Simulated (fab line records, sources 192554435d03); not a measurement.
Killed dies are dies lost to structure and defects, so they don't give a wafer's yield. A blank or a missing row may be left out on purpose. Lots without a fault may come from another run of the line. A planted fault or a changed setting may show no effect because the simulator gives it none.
A struck lot beside a sound one | flow n5_finfet | 14 steps out of a route of 1938
Sound: wafers L196.3, L196.4, L196.6. Struck: wafer L209.4. (L209.1, L209.5 of the same lot were not struck and are left out.) The cause comes at the end.
At each step with rows: each side's tool, then ch and its chambers, then its first start. Under that, the readings that differ: sound wafers | struck wafers | difference of the means | sigmas: that difference in standard deviations of wafers without a fault.
alike: readings whose means differ by less than 2 such deviations, and words and numbers that are the same on both sides. not compared: withheld readings, readings that some wafer has no value for, bounds like >300 that may hide the same value, and numbers for which the record gives no deviation and whose values overlap.
The two part at a step that has a row with sigmas, a row that says differs or no value, or rows on one side only. Numbers that don't overlap but have no deviation are shown without sigmas and don't part them. A reading that every wafer of one side lacks parts them only if that side has two wafers or more.

N5_BEOL_M15_STRIP_62: strips in O2.
  sound on rie_diel-01 ch 1,3; struck on rie_diel-05 ch 0
  reading                         | sound             | struck | difference | sigmas
  showerhead_plenum_p_Torr (Torr) | 2.01 2.05 2.01    | 2.12   | +0.10      | +2
  temp_c (C)                      | 59.97 59.90 60.03 | 60.29  | +0.32      | +3
  alike: drypump_motor_current_A, oes_product_au, rf_vpp_V, throttle_valve_pct
  not compared: rf_hours_counter_h
then, 5 steps without rows for these wafers: N5_BEOL_M15_STRIP_37 (strips in O2); N5_BEOL_M15_ETCH_38 (etches SiCN in CF4/N2, target depth 106.4 nm, time 120.5 s); N5_BEOL_M15_PRECLEAN_39 (cleans in residue remover, time 60 s); N5_BEOL_M15_SRD_40 (time 30 s, dry time 30 s); N5_BEOL_M15_DEGAS_41 (time 60 s).
N5_BEOL_M15_PRE_CLEAN_42: time 30 s.
  sound on pvd_sputter-02, day 11 21:14; struck on pvd_sputter-03, day 16 03:50
  reading            | sound       | struck | difference | sigmas
  heater_power_w (W) | 552 572 561 | 451    | -111       | -2
then, 1 step without rows for these wafers: N5_BEOL_M15_SPUTTER_43 (material TaN, target thk 15 nm, time 24.19 s).
N5_BEOL_M15_SPUTTER_44: material Ta, target thk 15 nm, time 24.19 s.
  sound on pvd_sputter-02, day 11 21:22; struck on pvd_sputter-03, day 16 03:58
  alike: throttle_valve_pct
N5_BEOL_M15_SPUTTER_45: material Cu, target thk 100 nm, time 16.67 s.
  sound on pvd_sputter-02, day 11 21:26; struck on pvd_sputter-03, day 16 04:02
  alike: throttle_valve_pct
then, 1 step without rows for these wafers: N5_BEOL_M15_ECD_47 (material Cu, target thk 1860 nm).
N5_BEOL_M15_ANNEAL_48: time 90 s.
  sound on rtp_anneal-02 ch 0, day 11 21:53; struck on rtp_anneal-02 ch 0, day 16 04:24
  alike: wafer_temp_C_max
N5_BEOL_M15_CMP_49: polishes, stops on SiO2, t overpolish 4.9 s, target thk 850 nm.
  sound on cmp-01 ch 0,2,3, day 11 22:09; struck on cmp-03 ch 0, day 16 04:46
  reading                      | sound             | struck | difference | sigmas
  barrier_field_endpoint_s (s) | 11.74 11.70 11.21 | 10.84  | -0.71      | -3
  platen_rpm (rpm)             | 79.99 79.97 80.08 | 83.17  | +3.16      | +61
  alike: motor_current_A, overpolish_run_s, retaining_ring_pressure_frac
  not compared: pad_life_wafers
N5_PASSIVATION_PROBE_49:
  sound on prober-02, day 12 13:32; struck on prober-01, day 16 21:10
  reading                  | sound          | struck | difference | sigmas
  defect_limited_yield (%) | 93.1 93.1 93.6 | 89.0   | -4.3       | -3
  killed_at_M0_to_M3       | 37 18 33       | 60     | +31        | +3
  killed_dies              | 81 82 76       | 130    | +50        | +3
  killed_on_rim            | 10 10 9        | 21     | +11        | +3
  killed_open              | 51 43 48       | 88     | +41        | +3
  sort_bin_5_function (%)  | 4.2 3.7 3.3    | 6.6    | +2.9       | +3
  sort_n_pass              | 1099 1098 1104 | 1050   | -50        | -3
  sort_yield_pct (%)       | 93.1 93.1 93.6 | 89.0   | -4.3       | -3
  alike: killed_at_M4_up, killed_at_contacts, killed_at_front_end, killed_at_other, killed_short, sort_bin_6_memory

WHERE THEY PART
First at N5_BEOL_M15_STRIP_62; last, within this record, at N5_PASSIVATION_PROBE_49.

WHY: what the simulator had put in
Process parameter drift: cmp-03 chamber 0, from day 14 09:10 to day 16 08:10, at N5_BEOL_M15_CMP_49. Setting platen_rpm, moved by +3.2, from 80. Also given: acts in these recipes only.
